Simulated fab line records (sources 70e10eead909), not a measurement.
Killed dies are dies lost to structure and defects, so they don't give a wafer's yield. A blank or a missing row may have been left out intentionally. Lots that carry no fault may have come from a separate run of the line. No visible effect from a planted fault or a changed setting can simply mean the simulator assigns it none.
Matching of chambers / flow nandHarc / pecvd-01 running NHARC_THIN_TSV_DEP_47: 3 sister chambers
The step deposits SiO2, target thk 200 nm. 6 wafers are shown with their chamber, then 12 later ones without.

WAFERS WITH THEIR CHAMBER
wafer=L085.4; chamber=2; throttleValvePct (%)=16.5
wafer=L085.5; chamber=0; throttleValvePct (%)=15.3
wafer=L085.6; chamber=1; throttleValvePct (%)=15.2
wafer=L090.4; chamber=1; throttleValvePct (%)=15.8
wafer=L090.5; chamber=0; throttleValvePct (%)=15.4
wafer=L090.6; chamber=2; throttleValvePct (%)=16.4

WAFERS MISSING THEIR CHAMBER
wafer=L091.1; throttleValvePct (%)=15.5
wafer=L091.3; throttleValvePct (%)=16.6
wafer=L091.5; throttleValvePct (%)=15.6
wafer=L087.1; throttleValvePct (%)=15.3
wafer=L087.4; throttleValvePct (%)=15.3
wafer=L087.6; throttleValvePct (%)=15.6
wafer=L089.1; throttleValvePct (%)=15.2
wafer=L089.3; throttleValvePct (%)=16.4
wafer=L089.6; throttleValvePct (%)=16.4
wafer=L096.2; throttleValvePct (%)=16.6
wafer=L096.3; throttleValvePct (%)=15.6
wafer=L096.4; throttleValvePct (%)=15.4

WHICH CHAMBER EACH WENT THROUGH
wafer=L091.1; from the rows above=can't be placed: 1 or 0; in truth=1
wafer=L091.3; from the rows above=2; in truth=2
wafer=L091.5; from the rows above=can't be placed: 1 or 0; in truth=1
wafer=L087.1; from the rows above=can't be placed: 0 or 1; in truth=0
wafer=L087.4; from the rows above=can't be placed: 0 or 1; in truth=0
wafer=L087.6; from the rows above=can't be placed: 1 or 0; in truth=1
wafer=L089.1; from the rows above=can't be placed: 0 or 1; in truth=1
wafer=L089.3; from the rows above=2; in truth=2
wafer=L089.6; from the rows above=2; in truth=2
wafer=L096.2; from the rows above=2; in truth=2
wafer=L096.3; from the rows above=can't be placed: 1 or 0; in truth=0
wafer=L096.4; from the rows above=can't be placed: 0 or 1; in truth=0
Correctly placed: 4 of 12. From these rows, 8 cannot be placed; in 8 the true chamber is one of the candidates. Number placed wrongly: 0.
How it was worked out, from the rows above alone: a wafer's distance from a chamber is the root of the sum, over the readings, of the square of ((its reading less the chamber's mean) divided by the reading's scatter). If the next closest chamber is less than 2 further off than the closest, the wafer can't be placed; otherwise it belongs to the closest. For every chamber, the mean is computed from those of its wafers that are shown. The scatter: take each reading less its chamber's mean, square it, sum over the shown wafers, divide by the number of wafers less the number of chambers, and take the root.
